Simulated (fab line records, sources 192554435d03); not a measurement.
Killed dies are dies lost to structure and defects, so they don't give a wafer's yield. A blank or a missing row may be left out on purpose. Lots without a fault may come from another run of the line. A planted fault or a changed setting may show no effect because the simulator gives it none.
Chamber matching | flow n5_finfet | N5_BEOL_M10_CURE_72 on uv_cure-01: 3 sister chambers
The step cures SiCOH lowk, time 120 s. 6 wafers are shown with their chamber, then 9 later ones without.

WAFERS WITH THEIR CHAMBER
wafer  | chamber | wafer_temp_C_max | lamp_power_pct (%)
L081.5 | 2       | 370.3            | 52.30
L081.6 | 2       | 370.3            | 52.29
L083.3 | 0       | 372.2            | 52.31
L083.4 | 0       | 373.1            | 52.38
L086.4 | 1       | 371.4            | 52.33
L086.5 | 1       | 371.4            | 52.27

WAFERS WITHOUT THEIR CHAMBER
wafer  | wafer_temp_C_max | lamp_power_pct (%)
L090.2 | 371.0            | 52.28
L090.4 | 371.3            | 52.35
L090.6 | 371.3            | 52.23
L094.2 | 371.7            | 52.24
L094.4 | 371.9            | 52.24
L094.6 | 372.2            | 52.36
L095.1 | 373.7            | 52.29
L095.4 | 373.2            | 52.25
L095.5 | 374.0            | 52.35

WHICH CHAMBER EACH WENT THROUGH
wafer  | from the rows above     | in truth
L090.2 | can't be placed: 1 or 2 | 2
L090.4 | can't be placed: 1 or 2 | 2
L090.6 | can't be placed: 1 or 2 | 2
L094.2 | 1                       | 1
L094.4 | can't be placed: 1 or 0 | 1
L094.6 | can't be placed: 0 or 1 | 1
L095.1 | 0                       | 0
L095.4 | 0                       | 0
L095.5 | 0                       | 0
Placed correctly: 4 of 9. Can't be placed from these rows: 5 (the true chamber is among the candidates in 5). Placed wrongly: 0.
How it was worked out, from the rows above alone: a wafer's distance from a chamber is the root of the sum, over the readings, of the square of ((its reading less the chamber's mean) divided by the reading's scatter). The wafer belongs to the nearest chamber; if the next one is less than 2 further off, it can't be placed. A chamber's mean is the mean of its shown wafers. The scatter: the root of (the sum of the squares of (reading less its chamber's mean) over the shown wafers, divided by (wafers less chambers)).
